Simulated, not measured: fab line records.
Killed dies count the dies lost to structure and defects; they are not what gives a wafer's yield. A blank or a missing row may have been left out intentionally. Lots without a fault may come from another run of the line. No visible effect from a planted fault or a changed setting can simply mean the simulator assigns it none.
A lot that was struck, set against a sound lot    flow n5Finfet    16 steps out of a route of 1938
Sound: these wafers, L291.1, L291.4, L291.6. The struck wafers were L305.1, L305.5, L305.6. The cause comes at the end.
Order at every step that has rows: each side's tool, ch and its chambers, its first start. Under that, the readings that differ: sound wafers    struck wafers    difference of the means    sigmas: that difference in standard deviations of wafers without a fault.
alike: readings with means less than 2 such deviations apart, plus words and numbers identical on both sides. not compared: withheld readings, readings lacking a value on some wafer, bounds such as >300 that could conceal the same value, and numbers that have no deviation in the record and whose values overlap.
Wherever a step has rows on one side only, a row that says differs or no value, or a row with sigmas, the two part there. Non-overlapping numbers with no deviation appear without sigmas and do not part them. A reading that every wafer of one side lacks parts them only if that side has two wafers or more.

first, 7 steps without rows for these wafers: N5_WELL_APT_COAT_02 (resist thk 950 nm); N5_WELL_APT_EBR_04; N5_WELL_APT_SOFTBAKE_03 (time 60 s); N5_WELL_APT_EXPOSE_05 (exposes mask NWELL, defocus 0 nm, target cd 200 nm); N5_WELL_APT_PEB_06 (peb time 90 s); N5_WELL_APT_DEVELOP_07 (develop time 45 s); N5_WELL_APT_HARDBAKE_12 (time 120 s).
N5_WELL_APT_CD_MEAS_08: target cd 200 nm.
  sound on cdSem-03 ch 0, day 3 07:45; struck on cdSem-01 ch 0, day 6 19:57
  alike: cdNm
N5_WELL_APT_OVL_MEAS_09:
  sound on overlay-02 ch 0, day 3 07:47; struck on overlay-01 ch 0, day 6 19:59
  alike: NWELL_OVL
N5_WELL_APT_INSPECT_10: inspects for defects (macro).
  struck on defectInspect-01, day 6 20:00; sound on defectInspect-02, day 3 07:48
reading         sound  struck  difference  sigmas
rawDefectCount  2 4 5  0 2 0   -3          -2
N5_WELL_APT_DESCUM_13: chemistry O2, time 7.9 s.
  sound on rieDiel-01 ch 1,2,3, day 3 07:50; struck on rieDiel-01 ch 1,2,3, day 6 20:09
  alike: drypumpMotorCurrentA, o2FlowSccm, oesProductAu, rfVppV, showerheadPlenumPTorr, tempC, throttleValvePct
  not compared: rfHoursCounterH
after that, 1 step had no rows for these wafers: N5_WELL_APT_IMPLANT_14.
N5_WELL_APT_IMPLANT_15:
  sound on implanter-01 ch 0, day 3 08:07; struck on implanter-01 ch 0, day 6 20:47
  alike: beamEnergyKeV
then, 1 step without rows for these wafers: N5_WELL_APT_STRIP_16 (strips in SPM, time 900 s).
-- a jump in the record: the struck wafers' starts before and after are 9 days apart (it breaks off in module WELL_APT and resumes in module BEOL_M4, where the first step shown is number 1111 of the route) --
N5_BEOL_M4_RC_MEAS_101:
  sound on prober-01 ch 0, day 10 00:01; struck on prober-01 ch 0, day 15 12:11
  alike: DIBL_N, DIBL_P, IOFF_N, IOFF_P, ION_N, ION_P, SS_N, SS_P, VT_N, VT_P
-- here the record skips 4 days between the struck wafers' starts before and after, leaving off in module BEOL_M4 and picking up in module PASSIVATION (first step shown: number 1936 of the route) --
N5_PASSIVATION_PROBE_49:
  rows exist in the record for the struck wafers here (prober-02, day 19 10:35), but not for the sound ones

## WHERE THEY PART
Earliest at N5_WELL_APT_INSPECT_10; latest, in this record, at N5_PASSIVATION_PROBE_49.

WHY: whatever the simulator had introduced
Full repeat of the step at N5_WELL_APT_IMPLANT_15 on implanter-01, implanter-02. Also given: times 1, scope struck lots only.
